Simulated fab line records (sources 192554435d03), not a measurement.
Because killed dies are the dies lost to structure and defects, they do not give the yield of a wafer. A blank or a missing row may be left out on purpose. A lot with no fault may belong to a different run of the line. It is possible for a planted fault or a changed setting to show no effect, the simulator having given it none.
Chamber matching + flow n5 finfet + N5_BEOL_M6_STRIP_19 on rie diel-04: 4 sister chambers
The step strips in O2. 4 wafers are shown with their chamber, then 8 later ones without.

## WAFERS, EACH WITH ITS CHAMBER
| wafer  | chamber | showerhead plenum p Torr (Torr) |
|--------|---------|---------------------------------|
| L082.1 | 1       | 2.05                            |
| L086.3 | 2       | 2.14                            |
| L086.4 | 3       | 2.12                            |
| L087.3 | 0       | 2.12                            |

## WAFERS WHOSE CHAMBER IS MISSING
| wafer  | showerhead plenum p Torr (Torr) |
|--------|---------------------------------|
| L087.5 | 2.05                            |
| L087.6 | 2.12                            |
| L092.1 | 2.11                            |
| L092.3 | 2.13                            |
| L092.6 | 2.13                            |
| L095.2 | 2.05                            |
| L095.3 | 2.13                            |
| L095.6 | 2.12                            |

## THE CHAMBER EACH PASSED THROUGH
| wafer  | from the rows above          | in truth |
|--------|------------------------------|----------|
| L087.5 | 1                            | 1        |
| L087.6 | can't be placed: 0 or 3      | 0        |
| L092.1 | can't be placed: 0 or 3      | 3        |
| L092.3 | can't be placed: 0 or 3 or 2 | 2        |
| L092.6 | can't be placed: 0 or 3 or 2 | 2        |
| L095.2 | 1                            | 1        |
| L095.3 | can't be placed: 0 or 3 or 2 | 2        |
| L095.6 | can't be placed: 0 or 3      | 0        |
Correctly placed: 2 of 8. Cannot be placed on the basis of these rows: 6; the candidates contain the true chamber in 6. Placed wrongly: 0.
How it was worked out, from the rows above alone: a wafer's distance from a chamber is the root of the sum, over the readings, of the square of ((its reading less the chamber's mean) divided by the reading's scatter). The wafer belongs to the nearest chamber; if the next one is less than 2 further off, it can't be placed. For every chamber, the mean is computed from those of its wafers that are shown. The scatter: with one shown wafer a chamber, the root of the mean of the squares of how far each hidden wafer lies from its nearest shown one.
